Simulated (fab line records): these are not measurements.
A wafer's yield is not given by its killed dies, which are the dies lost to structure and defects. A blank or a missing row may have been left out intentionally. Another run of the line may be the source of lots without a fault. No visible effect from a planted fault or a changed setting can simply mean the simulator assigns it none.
Which tool is to blame? || flow n5_finfet || Sampling: 8 lots, 24 wafers, 7 of 1938 route steps

## WHAT THE GAUGES READ, wafer by wafer
N5_PMOS_HMC_CHANNEL_EPI_INSPECT_30: inspects for defects (darkfield). Usual: 20 for raw_defect_count, sd 7.1.
{"lot": "L386", "measured": "day 1 19:55", "on": "defect_inspect-01", "raw_defect_count": "15 15 12", "flag": ""}
{"lot": "L388", "measured": "day 2 08:24", "on": "defect_inspect-01", "raw_defect_count": "10 31 18", "flag": ""}
{"lot": "L397", "measured": "day 4 13:59", "on": "defect_inspect-02", "raw_defect_count": "21 10 26", "flag": ""}
{"lot": "L398", "measured": "day 4 20:13", "on": "defect_inspect-02", "raw_defect_count": "15 22 16", "flag": ""}
{"lot": "L399", "measured": "day 5 02:17", "on": "defect_inspect-02", "raw_defect_count": "25 19 18", "flag": ""}
{"lot": "L402", "measured": "day 5 20:25", "on": "defect_inspect-01", "raw_defect_count": "9 23 8", "flag": ""}
{"lot": "L406", "measured": "day 7 00:40", "on": "defect_inspect-01", "raw_defect_count": "23 14 23", "flag": ""}
{"lot": "L409", "measured": "day 7 15:08", "on": "defect_inspect-01", "raw_defect_count": "21 13 19", "flag": ""}

N5_FIN_SAQP_THK_MEAS_05. Usual: 38.2 nm for thk_nm, sd 0.56.
{"lot": "L386", "measured": "day 1 20:33", "on": "film_metro-02", "thk_nm (nm)": "38.2 38.7 38.5", "flag": ""}
{"lot": "L388", "measured": "day 2 09:09", "on": "film_metro-02", "thk_nm (nm)": "38.0 39.1 38.6", "flag": ""}
{"lot": "L397", "measured": "day 4 15:39", "on": "film_metro-02", "thk_nm (nm)": "37.7 38.0 37.5", "flag": ""}
{"lot": "L398", "measured": "day 4 20:56", "on": "film_metro-01", "thk_nm (nm)": "38.8 38.9 38.9", "flag": ""}
{"lot": "L399", "measured": "day 5 03:44", "on": "film_metro-01", "thk_nm (nm)": "38.1 37.5 38.4", "flag": ""}
{"lot": "L402", "measured": "day 5 21:04", "on": "film_metro-01", "thk_nm (nm)": "38.4 38.0 38.7", "flag": ""}
{"lot": "L406", "measured": "day 7 01:20", "on": "film_metro-02", "thk_nm (nm)": "38.1 38.5 39.1", "flag": ""}
{"lot": "L409", "measured": "day 7 15:49", "on": "film_metro-02", "thk_nm (nm)": "37.9 37.1 38.4", "flag": ""}

N5_FIN_SAQP_CD_MEAS_27: the cd target is 20 nm. Usual: 20.31 nm for cd_nm, sd 0.26.
{"lot": "L386", "measured": "day 2 00:10", "on": "cd_sem-03", "cd_nm (nm)": "20.22 20.35 20.17", "flag": ""}
{"lot": "L388", "measured": "day 2 12:13", "on": "cd_sem-03", "cd_nm (nm)": "20.73 20.30 20.06", "flag": ""}
{"lot": "L397", "measured": "day 4 18:41", "on": "cd_sem-01", "cd_nm (nm)": "- - -", "flag": "OFF"}
{"lot": "L398", "measured": "day 5 00:09", "on": "cd_sem-03", "cd_nm (nm)": "- - -", "flag": "OFF"}
{"lot": "L399", "measured": "day 5 06:31", "on": "cd_sem-01", "cd_nm (nm)": "- - -", "flag": "OFF"}
{"lot": "L402", "measured": "day 5 23:46", "on": "cd_sem-01", "cd_nm (nm)": "20.67 20.29 20.49", "flag": ""}
{"lot": "L406", "measured": "day 7 04:20", "on": "cd_sem-01", "cd_nm (nm)": "19.81 20.04 19.78", "flag": ""}
{"lot": "L409", "measured": "day 7 18:59", "on": "cd_sem-01", "cd_nm (nm)": "20.23 19.95 20.25", "flag": ""}

N5_BEOL_M4_RC_MEAS_101. Usual: DIBL_N 37.1 mV/V, standard deviation 2.6; DIBL_P 38 mV/V, standard deviation 3; IOFF_N 0.18 nA/um, standard deviation 0.052; IOFF_P 0.25 nA/um, standard deviation 0.06; ION_N 678 uA/um, standard deviation 15; ION_P 467 uA/um, standard deviation 8.6; SS_N 71.7 mV/dec, standard deviation 0.73; SS_P 73.7 mV/dec, standard deviation 0.89; VT_N 249 mV, standard deviation 4.3; VT_P -248 mV, standard deviation 3.8.
{"lot": "L386", "measured": "day 10 15:06", "on": "prober-01", "DIBL_N (mV/V)": "33.4 32.1 32.3", "DIBL_P (mV/V)": "34 32 33", "IOFF_N (nA/um)": "0.13 0.12 0.10", "IOFF_P (nA/um)": "0.20 0.16 0.17", "ION_N (uA/um)": "648 659 648", "ION_P (uA/um)": "455 458 454", "SS_N (mV/dec)": "72.0 70.9 70.4", "SS_P (mV/dec)": "72.2 71.6 71.5", "VT_N (mV)": "254 253 260", "VT_P (mV)": "-247 -252 -251", "flag": ""}
{"lot": "L388", "measured": "day 11 05:18", "on": "prober-02", "DIBL_N (mV/V)": "36.0 36.3 36.3", "DIBL_P (mV/V)": "34 36 35", "IOFF_N (nA/um)": "0.14 0.17 0.15", "IOFF_P (nA/um)": "0.20 0.24 0.24", "ION_N (uA/um)": "676 692 691", "ION_P (uA/um)": "465 472 474", "SS_N (mV/dec)": "71.2 71.6 71.2", "SS_P (mV/dec)": "72.9 73.4 72.7", "VT_N (mV)": "248 244 249", "VT_P (mV)": "-250 -246 -248", "flag": ""}
{"lot": "L402", "measured": "day 15 06:35", "on": "prober-01", "DIBL_N (mV/V)": "38.9 38.1 40.2", "DIBL_P (mV/V)": "39 40 41", "IOFF_N (nA/um)": "0.21 0.19 0.25", "IOFF_P (nA/um)": "0.29 0.34 0.35", "ION_N (uA/um)": "685 683 692", "ION_P (uA/um)": "470 478 478", "SS_N (mV/dec)": "72.4 72.1 72.4", "SS_P (mV/dec)": "73.9 73.0 74.0", "VT_N (mV)": "247 246 243", "VT_P (mV)": "-243 -242 -241", "flag": ""}
{"lot": "L406", "measured": "day 15 15:13", "on": "prober-02", "DIBL_N (mV/V)": "38.0 33.1 35.1", "DIBL_P (mV/V)": "38 34 35", "IOFF_N (nA/um)": "0.18 0.10 0.13", "IOFF_P (nA/um)": "0.25 0.17 0.18", "ION_N (uA/um)": "675 655 666", "ION_P (uA/um)": "464 458 455", "SS_N (mV/dec)": "72.1 70.9 71.4", "SS_P (mV/dec)": "73.6 73.0 73.5", "VT_N (mV)": "250 258 253", "VT_P (mV)": "-248 -255 -253", "flag": ""}
{"lot": "L409", "measured": "day 16 15:21", "on": "prober-02", "DIBL_N (mV/V)": "39.7 40.2 38.0", "DIBL_P (mV/V)": "42 42 39", "IOFF_N (nA/um)": "0.26 0.25 0.22", "IOFF_P (nA/um)": "0.32 0.33 0.26", "ION_N (uA/um)": "694 682 681", "ION_P (uA/um)": "474 475 466", "SS_N (mV/dec)": "72.8 72.6 72.4", "SS_P (mV/dec)": "75.2 74.5 74.2", "VT_N (mV)": "241 246 245", "VT_P (mV)": "-245 -245 -246", "flag": ""}

## WHICH TOOL RAN EACH LOT (tool, then ch and the chambers of the sampled wafers, then the start)
{"lot": "L386", "N5_FIN_SAQP_ETCH_51": "rie_diel-05 ch 2,3, day 1 21:16", "N5_FIN_SAQP_ETCH_52": "rie_diel-05 ch 2,3, day 1 21:19", "N5_FIN_SAQP_ETCH_57": "rie_diel-04 ch 0,2, day 2 00:13"}
{"lot": "L388", "N5_FIN_SAQP_ETCH_51": "rie_diel-04 ch 1,3, day 2 10:12", "N5_FIN_SAQP_ETCH_52": "rie_diel-04 ch 1,3, day 2 10:16", "N5_FIN_SAQP_ETCH_57": "rie_diel-05 ch 0,3, day 2 12:23"}
{"lot": "L397", "N5_FIN_SAQP_ETCH_51": "rie_diel-04 ch 0,1,2, day 4 16:30", "N5_FIN_SAQP_ETCH_52": "rie_diel-04 ch 0,1,2, day 4 16:33", "N5_FIN_SAQP_ETCH_57": "rie_diel-01 ch 0,2,3, day 4 18:44"}
{"lot": "L398", "N5_FIN_SAQP_ETCH_51": "rie_diel-04 ch 2,3, day 4 21:51", "N5_FIN_SAQP_ETCH_52": "rie_diel-04 ch 2,3, day 4 21:55", "N5_FIN_SAQP_ETCH_57": "rie_diel-01 ch 1,2, day 5 00:11"}
{"lot": "L399", "N5_FIN_SAQP_ETCH_51": "rie_diel-05 ch 0,1,2, day 5 04:33", "N5_FIN_SAQP_ETCH_52": "rie_diel-05 ch 0,1,2, day 5 04:37", "N5_FIN_SAQP_ETCH_57": "rie_diel-04 ch 2,3, day 5 06:34"}
{"lot": "L402", "N5_FIN_SAQP_ETCH_51": "rie_diel-05 ch 0,1, day 5 21:48", "N5_FIN_SAQP_ETCH_52": "rie_diel-05 ch 0,1, day 5 21:51", "N5_FIN_SAQP_ETCH_57": "rie_diel-04 ch 0,1,3, day 5 23:49"}
{"lot": "L406", "N5_FIN_SAQP_ETCH_51": "rie_diel-05 ch 0,1,3, day 7 02:14", "N5_FIN_SAQP_ETCH_52": "rie_diel-05 ch 0,1,3, day 7 02:17", "N5_FIN_SAQP_ETCH_57": "rie_diel-04 ch 1,2,3, day 7 04:22"}
{"lot": "L409", "N5_FIN_SAQP_ETCH_51": "rie_diel-04 ch 0,1,2, day 7 16:33", "N5_FIN_SAQP_ETCH_52": "rie_diel-04 ch 0,1,2, day 7 16:37", "N5_FIN_SAQP_ETCH_57": "rie_diel-04 ch 0,2,3, day 7 19:02"}
- N5_FIN_SAQP_ETCH_51: etches SiARC in CF4, target depth 45.5 nm, time 75.8 s.
- N5_FIN_SAQP_ETCH_52: etches SOC in N2/H2, target depth 100 nm, overetch 20 nm, time 150 s.
- N5_FIN_SAQP_ETCH_57: etches SiNx in CH3F/O2, target depth 32.5 nm, time 46.4 s.

## AS READ BY THE TOOLS THEMSELVES (means over the sampled wafers that have a number; for cases with no such wafer, the mark the record gives instead)
N5_FIN_SAQP_ETCH_51. Usual: bias_w 36.01 W, standard deviation 0.1; cf4_flow_sccm 100.0 sccm, standard deviation 0.34; drypump_motor_current_A 5.6 A, standard deviation 0.52; etch_rf_on_time_s 76.6 s, standard deviation 2; oes_product_au 0.67 a.u., standard deviation 0.071; rf_vpp_V 184.1 V, standard deviation 0.99; showerhead_plenum_p_Torr 2.15 Torr, standard deviation 0.044; throttle_valve_pct 15.45 %, standard deviation 0.2.
{"lot": "L386", "tool": "rie_diel-05", "bias_w (W)": 36.05, "cf4_flow_sccm (sccm)": 100.3, "drypump_motor_current_A (A)": 5.3, "etch_rf_on_time_s (s)": 76.7, "oes_product_au (a.u.)": 0.61, "rf_vpp_V (V)": 184.3, "showerhead_plenum_p_Torr (Torr)": 2.14, "throttle_valve_pct (%)": 15.60, "flag": ""}
{"lot": "L388", "tool": "rie_diel-04", "bias_w (W)": 36.04, "cf4_flow_sccm (sccm)": 100.1, "drypump_motor_current_A (A)": 6.5, "etch_rf_on_time_s (s)": 76.1, "oes_product_au (a.u.)": 0.62, "rf_vpp_V (V)": 184.6, "showerhead_plenum_p_Torr (Torr)": 2.21, "throttle_valve_pct (%)": 15.59, "flag": ""}
{"lot": "L397", "tool": "rie_diel-04", "bias_w (W)": "-", "cf4_flow_sccm (sccm)": "-", "drypump_motor_current_A (A)": "-", "etch_rf_on_time_s (s)": "-", "oes_product_au (a.u.)": "-", "rf_vpp_V (V)": "-", "showerhead_plenum_p_Torr (Torr)": "-", "throttle_valve_pct (%)": "-", "flag": "OFF"}
{"lot": "L398", "tool": "rie_diel-04", "bias_w (W)": "-", "cf4_flow_sccm (sccm)": "-", "drypump_motor_current_A (A)": "-", "etch_rf_on_time_s (s)": "-", "oes_product_au (a.u.)": "-", "rf_vpp_V (V)": "-", "showerhead_plenum_p_Torr (Torr)": "-", "throttle_valve_pct (%)": "-", "flag": "OFF"}
{"lot": "L399", "tool": "rie_diel-05", "bias_w (W)": "-", "cf4_flow_sccm (sccm)": "-", "drypump_motor_current_A (A)": "-", "etch_rf_on_time_s (s)": "-", "oes_product_au (a.u.)": "-", "rf_vpp_V (V)": "-", "showerhead_plenum_p_Torr (Torr)": "-", "throttle_valve_pct (%)": "-", "flag": "OFF"}
{"lot": "L402", "tool": "rie_diel-05", "bias_w (W)": 35.97, "cf4_flow_sccm (sccm)": 100.0, "drypump_motor_current_A (A)": 6.0, "etch_rf_on_time_s (s)": 78.2, "oes_product_au (a.u.)": 0.73, "rf_vpp_V (V)": 183.2, "showerhead_plenum_p_Torr (Torr)": 2.14, "throttle_valve_pct (%)": 15.32, "flag": ""}
{"lot": "L406", "tool": "rie_diel-05", "bias_w (W)": 36.11, "cf4_flow_sccm (sccm)": 99.9, "drypump_motor_current_A (A)": 5.6, "etch_rf_on_time_s (s)": 77.4, "oes_product_au (a.u.)": 0.75, "rf_vpp_V (V)": 184.8, "showerhead_plenum_p_Torr (Torr)": 2.13, "throttle_valve_pct (%)": 15.37, "flag": ""}
{"lot": "L409", "tool": "rie_diel-04", "bias_w (W)": 35.94, "cf4_flow_sccm (sccm)": 100.0, "drypump_motor_current_A (A)": 5.7, "etch_rf_on_time_s (s)": 78.4, "oes_product_au (a.u.)": 0.66, "rf_vpp_V (V)": 184.5, "showerhead_plenum_p_Torr (Torr)": 2.15, "throttle_valve_pct (%)": 15.46, "flag": ""}

N5_FIN_SAQP_ETCH_52. Usual: for bias_w, 150.0 W with a standard deviation of 0.45; for chamber_pressure_mTorr, 30.00 mTorr with a standard deviation of 0.032; for drypump_motor_current_A, 5.6 A with a standard deviation of 0.53; for oes_product_au, 0.70 a.u. with a standard deviation of 0.073; for rf_vpp_V, 524.0 V with a standard deviation of 2; for showerhead_plenum_p_Torr, 2.55 Torr with a standard deviation of 0.068; for throttle_valve_pct, 17.62 % with a standard deviation of 0.24.
{"lot": "L386", "tool": "rie_diel-05", "bias_w (W)": 150.0, "chamber_pressure_mTorr (mTorr)": 30.00, "drypump_motor_current_A (A)": 5.3, "oes_product_au (a.u.)": 0.64, "rf_vpp_V (V)": 523.9, "showerhead_plenum_p_Torr (Torr)": 2.52, "throttle_valve_pct (%)": 17.76, "flag": ""}
{"lot": "L388", "tool": "rie_diel-04", "bias_w (W)": 150.1, "chamber_pressure_mTorr (mTorr)": 30.01, "drypump_motor_current_A (A)": 6.5, "oes_product_au (a.u.)": 0.65, "rf_vpp_V (V)": 526.5, "showerhead_plenum_p_Torr (Torr)": 2.63, "throttle_valve_pct (%)": 17.77, "flag": ""}
{"lot": "L397", "tool": "rie_diel-04", "bias_w (W)": 150.2, "chamber_pressure_mTorr (mTorr)": 30.00, "drypump_motor_current_A (A)": 5.7, "oes_product_au (a.u.)": 0.30, "rf_vpp_V (V)": 524.8, "showerhead_plenum_p_Torr (Torr)": 2.56, "throttle_valve_pct (%)": 17.55, "flag": "OFF"}
{"lot": "L398", "tool": "rie_diel-04", "bias_w (W)": 150.4, "chamber_pressure_mTorr (mTorr)": 29.98, "drypump_motor_current_A (A)": 6.0, "oes_product_au (a.u.)": 0.28, "rf_vpp_V (V)": 525.2, "showerhead_plenum_p_Torr (Torr)": 2.60, "throttle_valve_pct (%)": 17.43, "flag": "OFF"}
{"lot": "L399", "tool": "rie_diel-05", "bias_w (W)": 150.4, "chamber_pressure_mTorr (mTorr)": 29.99, "drypump_motor_current_A (A)": 5.7, "oes_product_au (a.u.)": 0.32, "rf_vpp_V (V)": 524.1, "showerhead_plenum_p_Torr (Torr)": 2.54, "throttle_valve_pct (%)": 17.37, "flag": "OFF"}
{"lot": "L402", "tool": "rie_diel-05", "bias_w (W)": 149.6, "chamber_pressure_mTorr (mTorr)": 30.02, "drypump_motor_current_A (A)": 6.0, "oes_product_au (a.u.)": 0.78, "rf_vpp_V (V)": 522.9, "showerhead_plenum_p_Torr (Torr)": 2.52, "throttle_valve_pct (%)": 17.45, "flag": ""}
{"lot": "L406", "tool": "rie_diel-05", "bias_w (W)": 150.0, "chamber_pressure_mTorr (mTorr)": 29.99, "drypump_motor_current_A (A)": 5.6, "oes_product_au (a.u.)": 0.80, "rf_vpp_V (V)": 523.0, "showerhead_plenum_p_Torr (Torr)": 2.52, "throttle_valve_pct (%)": 17.51, "flag": ""}
{"lot": "L409", "tool": "rie_diel-04", "bias_w (W)": 150.1, "chamber_pressure_mTorr (mTorr)": 29.99, "drypump_motor_current_A (A)": 5.7, "oes_product_au (a.u.)": 0.70, "rf_vpp_V (V)": 524.9, "showerhead_plenum_p_Torr (Torr)": 2.55, "throttle_valve_pct (%)": 17.63, "flag": ""}

N5_FIN_SAQP_ETCH_57. Usual: CH3F_flow_sccm 29.98 sccm, standard deviation 0.095; O2_flow_sccm 20.01 sccm, standard deviation 0.07; drypump_motor_current_A 5.6 A, standard deviation 0.58; etch_rf_on_time_s 46.4 s, standard deviation 1.1; oes_o_777_au 0.77 a.u., standard deviation 0.081; oes_product_au 0.66 a.u., standard deviation 0.069; rf_vpp_V 299 V, standard deviation 9.3; showerhead_plenum_p_Torr 2.02 Torr, standard deviation 0.047; throttle_valve_pct 16.19 %, standard deviation 0.2.
{"lot": "L386", "tool": "rie_diel-04", "CH3F_flow_sccm (sccm)": 30.11, "O2_flow_sccm (sccm)": 20.01, "drypump_motor_current_A (A)": 5.5, "etch_rf_on_time_s (s)": 46.7, "oes_o_777_au (a.u.)": 0.72, "oes_product_au (a.u.)": 0.63, "rf_vpp_V (V)": 304, "showerhead_plenum_p_Torr (Torr)": 2.02, "throttle_valve_pct (%)": 16.19, "flag": ""}
{"lot": "L388", "tool": "rie_diel-05", "CH3F_flow_sccm (sccm)": 29.89, "O2_flow_sccm (sccm)": 20.00, "drypump_motor_current_A (A)": 5.3, "etch_rf_on_time_s (s)": 47.1, "oes_o_777_au (a.u.)": 0.70, "oes_product_au (a.u.)": 0.62, "rf_vpp_V (V)": 304, "showerhead_plenum_p_Torr (Torr)": 1.99, "throttle_valve_pct (%)": 16.35, "flag": ""}
{"lot": "L397", "tool": "rie_diel-01", "CH3F_flow_sccm (sccm)": 29.97, "O2_flow_sccm (sccm)": 19.93, "drypump_motor_current_A (A)": 5.5, "etch_rf_on_time_s (s)": 44.8, "oes_o_777_au (a.u.)": 0.80, "oes_product_au (a.u.)": 0.67, "rf_vpp_V (V)": 297, "showerhead_plenum_p_Torr (Torr)": 1.96, "throttle_valve_pct (%)": 16.20, "flag": ""}
{"lot": "L398", "tool": "rie_diel-01", "CH3F_flow_sccm (sccm)": 30.14, "O2_flow_sccm (sccm)": 19.99, "drypump_motor_current_A (A)": 5.1, "etch_rf_on_time_s (s)": 46.4, "oes_o_777_au (a.u.)": 0.76, "oes_product_au (a.u.)": 0.64, "rf_vpp_V (V)": 300, "showerhead_plenum_p_Torr (Torr)": 2.04, "throttle_valve_pct (%)": 16.26, "flag": ""}
{"lot": "L399", "tool": "rie_diel-04", "CH3F_flow_sccm (sccm)": 30.08, "O2_flow_sccm (sccm)": 19.99, "drypump_motor_current_A (A)": 6.0, "etch_rf_on_time_s (s)": 47.3, "oes_o_777_au (a.u.)": 0.74, "oes_product_au (a.u.)": 0.63, "rf_vpp_V (V)": 291, "showerhead_plenum_p_Torr (Torr)": 2.05, "throttle_valve_pct (%)": 16.06, "flag": ""}
{"lot": "L402", "tool": "rie_diel-04", "CH3F_flow_sccm (sccm)": 29.92, "O2_flow_sccm (sccm)": 19.98, "drypump_motor_current_A (A)": 6.2, "etch_rf_on_time_s (s)": 45.6, "oes_o_777_au (a.u.)": 0.78, "oes_product_au (a.u.)": 0.67, "rf_vpp_V (V)": 297, "showerhead_plenum_p_Torr (Torr)": 2.04, "throttle_valve_pct (%)": 16.26, "flag": ""}
{"lot": "L406", "tool": "rie_diel-04", "CH3F_flow_sccm (sccm)": 29.96, "O2_flow_sccm (sccm)": 20.04, "drypump_motor_current_A (A)": 5.9, "etch_rf_on_time_s (s)": 47.0, "oes_o_777_au (a.u.)": 0.77, "oes_product_au (a.u.)": 0.68, "rf_vpp_V (V)": 301, "showerhead_plenum_p_Torr (Torr)": 2.04, "throttle_valve_pct (%)": 16.15, "flag": ""}
{"lot": "L409", "tool": "rie_diel-04", "CH3F_flow_sccm (sccm)": 29.94, "O2_flow_sccm (sccm)": 20.03, "drypump_motor_current_A (A)": 5.7, "etch_rf_on_time_s (s)": 47.5, "oes_o_777_au (a.u.)": 0.71, "oes_product_au (a.u.)": 0.61, "rf_vpp_V (V)": 296, "showerhead_plenum_p_Torr (Torr)": 2.02, "throttle_valve_pct (%)": 16.18, "flag": ""}

## THE ANSWER, worked out from the rows above alone
Rule: a lot counts as off when the mean over its wafers that have a number is more than 3 standard deviations away from the usual mean. A lot without any number at a reading at which 4 lots or more have one is off too. Where the step has rows for the other lots, those lots are counted as sound. After the gauges, taken in route order, come the tools' own readings; for these a lot's mean is taken, as printed above. At the first step where some lot is off, the reading lying furthest off is the one used; lots without a number count as furthest.
Off: L397, L398, L399, at N5_FIN_SAQP_CD_MEAS_27 (cd_nm). Without a number there: L397, L398, L399.
A tool fits if, at a process step before that reading, it ran every lot that is off, and no sound lot after the first of them. Not tried: the gauges at N5_FIN_SAQP_CD_MEAS_27; whatever is off there is also off at N5_FIN_SAQP_ETCH_51, on other tools, and gauge error can't account for it. None of those tried fits.

## WHAT THE SIMULATOR PUT IN
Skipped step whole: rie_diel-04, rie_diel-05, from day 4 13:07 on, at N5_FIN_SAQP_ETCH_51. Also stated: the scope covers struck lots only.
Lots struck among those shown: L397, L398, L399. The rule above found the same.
